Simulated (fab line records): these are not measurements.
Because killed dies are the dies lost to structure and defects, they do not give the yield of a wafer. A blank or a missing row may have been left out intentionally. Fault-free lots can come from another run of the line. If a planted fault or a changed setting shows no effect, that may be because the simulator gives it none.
fab line records ; flow nand-harc
record lots=13; wafers=39; last-day=32
route steps=1302 shown P_M0@267 P_M1@290 END@1302
lots that met no fault: taken from a fault-free run of the same line
start-h: hours from the record's first day to the start of the lot's first wafer shown ; wait-h: hours since the lot's step before ; " unchanged from the row above ; L1.1+2: a single row standing in for several wafers ; - either no value or no given start ; * or withheld: withheld ; < > ~ a bound
route shown NAME@n: a module of which the file shows steps, and the number in the route of the first ; usual: average and standard deviation across the fault-free wafers ; same: alike in all rows ; chamber/n: place in a boat ; sites: readings site by site ; _std_site: their standard deviation ; _edge_site: mean of outer sites minus mean of inner sites ; radius-mm: how far each site lies from the wafer's centre ; mask NAME#n: copy n ; behind: the tool/chamber that last shaped the wafer ; hold: reason for holding the lot/hours on hold/outcome of the hold ; device: names the non-switching transistor (n, p or np) ; end of line: the same wafers' tests at the end of the route ; a step given without rows: its recipe and nothing more ; killed: count of dies lost to structure and defects at first sort (not the wafer's yield) ; map: a wafer's dies, marking killed ones x, the rest . and places with no die _
set.NAME: the setting that was run; set.NAME@STEP: the one run at that earlier step ; model.NAME: the simulator's own value behind a step, which no gauge read
a sample of lots followed through the steps of the route, with each step as a table and each wafer as a row
services: when a tool's chamber went out of use (start-h, in hours from the record's first day, below 0 if earlier), for how many hours, and the reason
## steps
# step NHARC_P_M0_ETCH_34
# recipe target-depth-a=400; overetch-a=120; time-s=43.94; ion-energy-ev=200; n2-flow-sccm=150; h2-flow-sccm=150; ar-flow-sccm=0; rf-w=400; bias-w=150; chemistry=N2/H2
# usual drypump-motor-current-A=5.6/0.35; oes-product-au=0.996/0.01; rf-vpp-V=430.7/2.6; showerhead-plenum-p-Torr=2.04/0.091; throttle-valve-pct=14.171/0.0092
# same time-s=43.94
lot.wafer;tool;chamber;start-h;wait-h;drypump-motor-current-A;oes-product-au;rf-hours-counter-h;rf-vpp-V;showerhead-plenum-p-Torr;throttle-valve-pct
L338.1;rie-diel-06;2;121.44;0.1;6.3;0.985;52;433.2;2.08;14.180
L338.5;rie-diel-06;1;121.44;0.1;5.6;0.987;-;425.3;1.91;14.161
L338.6;rie-diel-06;2;121.44;0.1;6.2;0.986;-;432.5;2.09;14.173
L339.2;rie-diel-04;3;136.62;0.1;5.8;1.005;24;429.5;2.02;14.183
L339.4;rie-diel-04;0;136.62;0.1;5.1;0.993;23;429.0;1.99;14.176
L339.5;rie-diel-04;3;136.62;0.1;5.8;1.014;-;429.6;2.02;14.165
L340.4;rie-diel-04;3;137.15;0.2;5.8;1.008;25;429.4;2.02;14.174
L340.2;rie-diel-04;1;137.15;0.2;5.6;0.986;21;428.5;1.97;14.163
L340.1;rie-diel-04;2;137.15;0.2;5.7;1.001;22;434.5;2.17;14.162
L341.4;rie-diel-04;3;152.01;0.1;5.8;1.006;26;431.2;2.02;14.175
L341.3;rie-diel-04;2;152.01;0.1;5.7;0.994;24;434.0;2.17;14.192
L341.5;rie-diel-04;0;152.01;0.1;5.1;1.006;-;430.2;1.99;14.160
L342.3;rie-diel-04;1;159.20;0.1;5.6;0.989;23;427.7;1.97;14.174
L342.4;rie-diel-04;2;159.20;0.1;5.7;1.000;24;435.0;2.17;14.164
L342.1;rie-diel-04;0;159.20;0.1;5.1;1.006;25;428.6;1.99;14.174
L343.1;rie-diel-06;3;175.35;0.1;5.3;1.000;10;431.2;2.06;14.176
L343.2;rie-diel-06;0;175.35;0.1;5.3;1.013;9;429.9;1.98;14.178
L343.3;rie-diel-06;2;175.35;0.1;6.3;0.992;10;432.3;2.08;14.182
L345.3;rie-diel-01;0;197.40;0.1;5.4;0.994;50;423.8;1.87;14.178
L345.6;rie-diel-01;0;197.40;0.1;5.4;0.991;-;426.1;1.87;14.167
L345.5;rie-diel-01;1;197.40;0.1;6.0;0.993;-;433.0;2.08;14.173
L346.4;rie-diel-04;2;210.33;0.1;5.7;1.006;3;432.0;2.16;14.167
L346.2;rie-diel-04;0;210.33;0.1;5.1;0.996;4;428.9;1.99;14.159
L346.5;rie-diel-04;2;210.33;0.1;5.7;0.995;-;434.7;2.16;14.172
L347.2;rie-diel-04;1;217.69;0.1;5.6;1.002;6;427.9;1.97;14.169
L347.3;rie-diel-04;2;217.69;0.1;5.7;1.002;6;434.6;2.16;14.179
L347.6;rie-diel-04;1;217.69;0.1;5.6;1.005;-;426.7;1.97;14.180
L350.2;rie-diel-04;2;240.24;0.1;5.7;0.999;8;433.4;2.16;14.161
L350.6;rie-diel-04;1;240.24;0.1;5.6;0.994;-;428.7;1.97;14.170
L350.5;rie-diel-04;2;240.24;0.1;5.7;1.000;-;433.2;2.16;14.167
L349.4;rie-diel-01;3;240.67;0.1;6.1;1.001;9;434.4;2.19;14.164
L349.3;rie-diel-01;0;240.67;0.1;5.4;0.996;11;436.1;2.21;14.197
L349.5;rie-diel-01;3;240.67;0.1;6.1;0.998;-;432.9;2.19;14.167
L355.4;rie-diel-01;0;294.80;0.1;5.4;0.996;28;435.8;2.21;14.172
L355.3;rie-diel-01;2;294.80;0.1;5.5;0.984;20;430.4;2.03;14.166
L355.5;rie-diel-01;0;294.80;0.1;5.4;0.999;-;435.9;2.21;14.175
L358.1;rie-diel-06;1;318.73;0.1;5.6;0.988;0;426.5;1.89;14.165
L358.2;rie-diel-06;0;318.73;0.1;5.3;1.005;0;429.0;1.97;14.169
L358.5;rie-diel-06;2;318.73;0.1;6.2;0.981;-;431.7;2.06;14.151
# step NHARC_P_M0_DEGAS_28
# recipe temp-c=250; time-s=60
# usual heater-power-w=353/30
# same time-s=60
lot.wafer;tool;chamber;start-h;wait-h;heater-power-w
L338.1;pvd-sputter-02;-;122.28;-;366
L338.6;pvd-sputter-02;-;122.28;-;366
L338.5;pvd-sputter-02;-;122.28;-;388
L339.4;pvd-sputter-02;-;137.54;-;366
L339.2;pvd-sputter-02;-;137.54;-;365
L339.5;pvd-sputter-02;-;137.54;-;359
L340.4;pvd-sputter-03;-;137.99;-;298
L340.2;pvd-sputter-03;-;137.99;-;336
L340.1;pvd-sputter-03;-;137.99;-;279
L341.4;pvd-sputter-01;-;152.84;-;346
L341.3;pvd-sputter-01;-;152.84;-;324
L341.5;pvd-sputter-01;-;152.84;-;342
L342.1;pvd-sputter-02;-;160.04;-;393
L342.3;pvd-sputter-02;-;160.04;-;352
L342.4;pvd-sputter-02;-;160.04;-;374
L343.2;pvd-sputter-02;-;176.28;-;364
L343.1;pvd-sputter-02;-;176.28;-;391
L343.3;pvd-sputter-02;-;176.28;-;367
L345.3;pvd-sputter-02;-;198.31;-;370
L345.6;pvd-sputter-02;-;198.31;-;367
L345.5;pvd-sputter-02;-;198.31;-;353
L346.4;pvd-sputter-03;-;211.17;-;298
L346.2;pvd-sputter-03;-;211.17;-;343
L346.5;pvd-sputter-03;-;211.17;-;294
L347.2;pvd-sputter-03;-;218.56;-;296
L347.3;pvd-sputter-03;-;218.56;-;304
L347.6;pvd-sputter-03;-;218.56;-;358
L350.2;pvd-sputter-01;-;241.07;-;346
L350.5;pvd-sputter-01;-;241.07;-;338
L350.6;pvd-sputter-01;-;241.07;-;350
L349.3;pvd-sputter-02;-;241.53;-;394
L349.4;pvd-sputter-02;-;241.53;-;357
L349.5;pvd-sputter-02;-;241.53;-;360
L355.3;pvd-sputter-02;-;295.64;-;345
L355.4;pvd-sputter-02;-;295.64;-;372
L355.5;pvd-sputter-02;-;295.64;-;354
L358.2;pvd-sputter-03;-;319.59;-;352
L358.1;pvd-sputter-03;-;319.59;-;366
L358.5;pvd-sputter-03;-;319.59;-;343
# step NHARC_P_M0_PRE_CLEAN_29
# recipe time-s=30; temp-c=280; gas=H2/He
# usual heater-power-w=433/38
# same time-s=30
lot.wafer;tool;chamber;start-h;wait-h;heater-power-w
L338.1;pvd-sputter-02;-;-;-;456
L338.5;pvd-sputter-02;-;-;-;499
L338.6;pvd-sputter-02;-;-;-;429
L339.4;pvd-sputter-02;-;-;-;498
L339.2;pvd-sputter-02;-;-;-;436
L339.5;pvd-sputter-02;-;-;-;443
L340.1;pvd-sputter-03;-;-;-;448
L340.4;pvd-sputter-03;-;-;-;377
L340.2;pvd-sputter-03;-;-;-;413
L341.3;pvd-sputter-01;-;-;-;434
L341.4;pvd-sputter-01;-;-;-;426
L341.5;pvd-sputter-01;-;-;-;397
L342.3;pvd-sputter-02;-;-;-;439
L342.4;pvd-sputter-02;-;-;-;495
L342.1;pvd-sputter-02;-;-;-;447
L343.3;pvd-sputter-02;-;-;-;434
L343.2;pvd-sputter-02;-;-;-;455
L343.1;pvd-sputter-02;-;-;-;441
L345.3;pvd-sputter-02;-;-;-;434
L345.5;pvd-sputter-02;-;-;-;500
L345.6;pvd-sputter-02;-;-;-;434
L346.4;pvd-sputter-03;-;-;-;374
L346.2;pvd-sputter-03;-;-;-;443
L346.5;pvd-sputter-03;-;-;-;355
L347.3;pvd-sputter-03;-;-;-;423
L347.2;pvd-sputter-03;-;-;-;465
L347.6;pvd-sputter-03;-;-;-;421
L350.2;pvd-sputter-01;-;-;-;385
L350.6;pvd-sputter-01;-;-;-;391
L350.5;pvd-sputter-01;-;-;-;387
L349.4;pvd-sputter-02;-;-;-;500
L349.3;pvd-sputter-02;-;-;-;457
L349.5;pvd-sputter-02;-;-;-;437
L355.4;pvd-sputter-02;-;-;-;472
L355.3;pvd-sputter-02;-;-;-;437
L355.5;pvd-sputter-02;-;-;-;481
L358.2;pvd-sputter-03;-;-;-;457
L358.1;pvd-sputter-03;-;-;-;366
L358.5;pvd-sputter-03;-;-;-;424
# step NHARC_P_M1_SOFTBAKE_04
# recipe temp-c=105; time-s=55
# usual heater-power-total-W=188.45/0.13
# same time-s=55
lot.wafer;tool;chamber;start-h;wait-h;heater-power-total-W
L338.1;litho-track-06;0;124;-;188.42
L338.5;litho-track-06;0;124;-;188.43
L338.6;litho-track-06;0;124;-;188.27
L339.2;litho-track-01;0;140;-;188.32
L339.4;litho-track-01;0;140;-;188.42
L339.5;litho-track-01;0;140;-;188.34
L340.1;litho-track-04;0;140;-;188.26
L340.2;litho-track-04;0;140;-;188.46
L340.4;litho-track-04;0;140;-;188.46
L341.3;litho-track-04;0;155;-;188.73
L341.4;litho-track-04;0;155;-;188.31
L341.5;litho-track-04;0;155;-;188.47
L342.1;litho-track-06;0;162;-;188.29
L342.3;litho-track-06;0;162;-;188.61
L342.4;litho-track-06;0;162;-;188.54
L343.1;litho-track-01;0;179;-;188.39
L343.2;litho-track-01;0;179;-;188.50
L343.3;litho-track-01;0;179;-;188.49
L345.3;litho-track-04;0;200;-;188.52
L345.5;litho-track-04;0;200;-;188.45
L345.6;litho-track-04;0;200;-;188.45
L346.2;litho-track-06;0;213;-;188.29
L346.4;litho-track-06;0;213;-;188.48
L346.5;litho-track-06;0;213;-;188.29
L347.2;litho-track-04;0;221;-;188.29
L347.3;litho-track-04;0;221;-;188.42
L347.6;litho-track-04;0;221;-;188.71
L350.2;litho-track-01;0;243;-;188.42
L350.5;litho-track-01;0;243;-;188.48
L350.6;litho-track-01;0;243;-;188.28
L349.3;litho-track-06;0;244;-;188.44
L349.4;litho-track-06;0;244;-;188.37
L349.5;litho-track-06;0;244;-;188.57
L355.3;litho-track-04;0;298;-;177.56
L355.4;litho-track-04;0;298;-;177.51
L355.5;litho-track-04;0;298;-;177.34
L358.1;litho-track-04;0;322;-;177.51
L358.2;litho-track-04;0;322;-;177.52
L358.5;litho-track-04;0;322;-;177.73
# step NHARC_END_SORT_01
# recipe temp-c=25
# usual defect-limited-yield=91.1/2.9; killed-at-array=55/19; killed-at-other=0.8/1.1; killed-at-periphery=4.0/2.6; killed-dies=60/20; killed-open=3.4/1.7; killed-short=2.6/1.5
# same gross-dies=677
lot.wafer;tool;chamber;start-h;wait-h;defect-limited-yield[%];killed-at-array;killed-at-other;killed-at-periphery;killed-dies;killed-open;killed-short
L350.2;prober-01;0;675.39;2.8;93.9;39;2;0;41;3;3
L350.5;prober-01;0;677.79;3.7;92.8;44;2;3;49;2;3
L350.6;prober-01;0;678.59;4.0;93.5;40;1;3;44;3;0
# killed by level:class
L350.2 A_SLIT:chamber-film-flake=22 A_CONTACT:chamber-film-flake=6 A_CHANNEL_HOLE_D1:geometric-particle:open=2 A_CHANNEL_HOLE_D1:chamber-film-flake=2 THIN_TSV:chamber-film-flake=2 A_DECK1_JOINT:geometric-particle:short=1 A_ONON_D2:geometric-particle:short=1 A_ONON_D2:geometric-particle:open=1
L350.5 A_SLIT:chamber-film-flake=31 A_CHANNEL_HOLE_D1:chamber-film-flake=4 A_STAIRCASE:chamber-film-flake=3 THIN_TSV:chamber-film-flake=2 P_GATE:geometric-particle:open=1 P_M0:geometric-particle:short=1 A_DECK1_JOINT:geometric-particle:open=1 A_ONON_D2:geometric-particle:short=1
L350.6 A_SLIT:chamber-film-flake=22 A_CHANNEL_HOLE_D1:chamber-film-flake=7 A_CONTACT:chamber-film-flake=4 P_STI:chamber-film-flake=2 A_CHANNEL_FILL_D1:chamber-film-flake=2 A_STAIRCASE:chamber-film-flake=2 A_CHANNEL_HOLE_D1:geometric-particle:open=1 A_CHANNEL_FILL_D1:geometric-particle:open=1
## services
tool;chamber;start-h;hours;kind
pvd-sputter-02;-;104.00;10.0;pm
rie-diel-04;0;107.97;-;clean
rie-diel-04;1;107.97;-;clean
rie-diel-01;0;112.59;12.4;repair
rie-diel-04;-;121.89;0.8;repair
rie-diel-06;-;130.24;9.0;pm
litho-track-01;-;155.00;7.0;pm
pvd-sputter-01;-;156.94;2.0;repair
pvd-sputter-03;-;170.03;10.0;pm
rie-diel-04;-;177.96;9.0;pm
litho-track-06;-;179.00;7.0;pm
pvd-sputter-03;-;198.86;4.8;repair
litho-track-04;-;203.00;7.0;pm
rie-diel-01;-;203.82;9.0;pm
rie-diel-04;0;219.79;1.2;repair
pvd-sputter-01;-;226.00;10.0;pm
rie-diel-04;2;232.33;4.7;repair
rie-diel-04;0;260.79;2.2;repair
rie-diel-01;2;266.83;4.5;repair
rie-diel-06;-;269.11;0.7;repair
pvd-sputter-02;-;282.00;10.0;pm
pvd-sputter-03;-;290.47;0.6;repair
rie-diel-06;0;303.66;2.0;repair
rie-diel-06;-;307.24;9.0;pm
## key
first-sign step=NHARC_P_M1_SOFTBAKE_04; reading=heater-power-total-W; direction=down; sigmas=84; usual=*; struck=*
effect none on later readings
met-at NHARC_P_M1_SOFTBAKE_04
struck-lots L355,L358
not-acting-at NHARC_P_M0_ETCH_34,NHARC_P_M0_DEGAS_28,NHARC_P_M0_PRE_CLEAN_29
onset-between 221 298
fault kind=process-parameter-drift; tool=litho-track-04; chamber=-; onset-h=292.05; steps=NHARC_P_M1_SOFTBAKE_04; channel=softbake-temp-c; offset=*; shape=step; end-h=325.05; acts-in=*; stated=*
